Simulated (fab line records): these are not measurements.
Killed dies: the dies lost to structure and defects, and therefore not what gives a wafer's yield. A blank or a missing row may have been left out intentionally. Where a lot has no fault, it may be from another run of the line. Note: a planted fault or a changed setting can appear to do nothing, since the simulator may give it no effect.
Chamber matching :: flow n5-finfet :: N5_BEOL_M8_STRIP_67 on rie-diel-06: 4 sister chambers
The step strips in CF4. 20 wafers are shown with their chamber, then 10 later ones without.

== WAFERS WITH THEIR CHAMBER ==
wafer: L077.2
chamber: 0
drypump-motor-current-A (A): 5.3
showerhead-plenum-p-Torr (Torr): 1.89
throttle-valve-pct (%): 13.40

wafer: L077.4
chamber: 2
drypump-motor-current-A (A): 5.4
showerhead-plenum-p-Torr (Torr): 1.88
throttle-valve-pct (%): 13.51

wafer: L077.5
chamber: 2
drypump-motor-current-A (A): 5.4
showerhead-plenum-p-Torr (Torr): 1.88
throttle-valve-pct (%): 13.50

wafer: L076.1
chamber: 3
drypump-motor-current-A (A): 5.2
showerhead-plenum-p-Torr (Torr): 1.88
throttle-valve-pct (%): 13.44

wafer: L076.3
chamber: 2
drypump-motor-current-A (A): 5.4
showerhead-plenum-p-Torr (Torr): 1.88
throttle-valve-pct (%): 13.49

wafer: L076.4
chamber: 1
drypump-motor-current-A (A): 6.7
showerhead-plenum-p-Torr (Torr): 1.73
throttle-valve-pct (%): 13.67

wafer: L078.1
chamber: 0
drypump-motor-current-A (A): 5.3
showerhead-plenum-p-Torr (Torr): 1.89
throttle-valve-pct (%): 13.40

wafer: L078.2
chamber: 2
drypump-motor-current-A (A): 5.4
showerhead-plenum-p-Torr (Torr): 1.87
throttle-valve-pct (%): 13.50

wafer: L078.4
chamber: 3
drypump-motor-current-A (A): 5.1
showerhead-plenum-p-Torr (Torr): 1.88
throttle-valve-pct (%): 13.44

wafer: L079.2
chamber: 0
drypump-motor-current-A (A): 5.3
showerhead-plenum-p-Torr (Torr): 1.89
throttle-valve-pct (%): 13.44

wafer: L079.3
chamber: 1
drypump-motor-current-A (A): 6.7
showerhead-plenum-p-Torr (Torr): 1.73
throttle-valve-pct (%): 13.68

wafer: L079.5
chamber: 3
drypump-motor-current-A (A): 5.1
showerhead-plenum-p-Torr (Torr): 1.88
throttle-valve-pct (%): 13.47

wafer: L081.2
chamber: 0
drypump-motor-current-A (A): 5.3
showerhead-plenum-p-Torr (Torr): 1.89
throttle-valve-pct (%): 13.44

wafer: L081.3
chamber: 1
drypump-motor-current-A (A): 6.7
showerhead-plenum-p-Torr (Torr): 1.73
throttle-valve-pct (%): 13.67

wafer: L081.5
chamber: 1
drypump-motor-current-A (A): 6.7
showerhead-plenum-p-Torr (Torr): 1.73
throttle-valve-pct (%): 13.70

wafer: L084.1
chamber: 1
drypump-motor-current-A (A): 6.6
showerhead-plenum-p-Torr (Torr): 1.73
throttle-valve-pct (%): 13.69

wafer: L084.2
chamber: 2
drypump-motor-current-A (A): 5.4
showerhead-plenum-p-Torr (Torr): 1.87
throttle-valve-pct (%): 13.53

wafer: L084.4
chamber: 3
drypump-motor-current-A (A): 5.1
showerhead-plenum-p-Torr (Torr): 1.87
throttle-valve-pct (%): 13.47

wafer: L085.2
chamber: 3
drypump-motor-current-A (A): 5.2
showerhead-plenum-p-Torr (Torr): 1.87
throttle-valve-pct (%): 13.48

wafer: L085.5
chamber: 2
drypump-motor-current-A (A): 5.4
showerhead-plenum-p-Torr (Torr): 1.87
throttle-valve-pct (%): 13.53

SIGNATURES (means of the wafers above)
reading: drypump-motor-current-A
chamber 0: 5.300
chamber 1: 6.680
chamber 2: 5.400
chamber 3: 5.140
scatter within a chamber: 0.0354

reading: showerhead-plenum-p-Torr
chamber 0: 1.8900
chamber 1: 1.7300
chamber 2: 1.8750
chamber 3: 1.8760
scatter within a chamber: 0.00411

reading: throttle-valve-pct
chamber 0: 13.4200
chamber 1: 13.6820
chamber 2: 13.5100
chamber 3: 13.4600
scatter within a chamber: 0.0178
Rule: a wafer's distance from a chamber is the root of the sum, over the readings, of the square of ((its reading less the chamber's mean) divided by the reading's scatter). The wafer belongs to the nearest chamber; if the next one is less than 2 further off, it can't be placed. The scatter is the square root of a quotient: the sum, over the shown wafers, of each reading's squared deviation from its chamber's mean, divided by wafers minus chambers.

== WAFERS MISSING THEIR CHAMBER ==
wafer: L085.6
drypump-motor-current-A (A): 5.1
showerhead-plenum-p-Torr (Torr): 1.87
throttle-valve-pct (%): 13.46

wafer: L089.4
drypump-motor-current-A (A): 5.4
showerhead-plenum-p-Torr (Torr): 1.87
throttle-valve-pct (%): 13.57

wafer: L089.5
drypump-motor-current-A (A): 6.7
showerhead-plenum-p-Torr (Torr): 1.73
throttle-valve-pct (%): 13.72

wafer: L089.6
drypump-motor-current-A (A): 5.3
showerhead-plenum-p-Torr (Torr): 1.88
throttle-valve-pct (%): 13.47

wafer: L090.3
drypump-motor-current-A (A): 5.2
showerhead-plenum-p-Torr (Torr): 1.87
throttle-valve-pct (%): 13.50

wafer: L090.5
drypump-motor-current-A (A): 5.4
showerhead-plenum-p-Torr (Torr): 1.87
throttle-valve-pct (%): 13.56

wafer: L090.6
drypump-motor-current-A (A): 6.7
showerhead-plenum-p-Torr (Torr): 1.73
throttle-valve-pct (%): 13.72

wafer: L097.1
drypump-motor-current-A (A): 5.1
showerhead-plenum-p-Torr (Torr): 1.86
throttle-valve-pct (%): 13.54

wafer: L097.3
drypump-motor-current-A (A): 6.6
showerhead-plenum-p-Torr (Torr): 1.72
throttle-valve-pct (%): 13.76

wafer: L097.5
drypump-motor-current-A (A): 5.3
showerhead-plenum-p-Torr (Torr): 1.88
throttle-valve-pct (%): 13.50

== WHICH CHAMBER EACH WENT THROUGH ==
wafer: L085.6
from the rows above: 3
in truth: 3

wafer: L089.4
from the rows above: 2
in truth: 2

wafer: L089.5
from the rows above: 1
in truth: 1

wafer: L089.6
from the rows above: can't be placed: 0 or 2 or 3
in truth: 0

wafer: L090.3
from the rows above: 3
in truth: 3

wafer: L090.5
from the rows above: 2
in truth: 2

wafer: L090.6
from the rows above: 1
in truth: 1

wafer: L097.1
from the rows above: 3
in truth: 3

wafer: L097.3
from the rows above: 1
in truth: 1

wafer: L097.5
from the rows above: can't be placed: 2 or 0
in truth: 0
Correctly placed: 8 of 10. From these rows, 2 cannot be placed; in 2 the true chamber is one of the candidates. 0 placed wrongly.
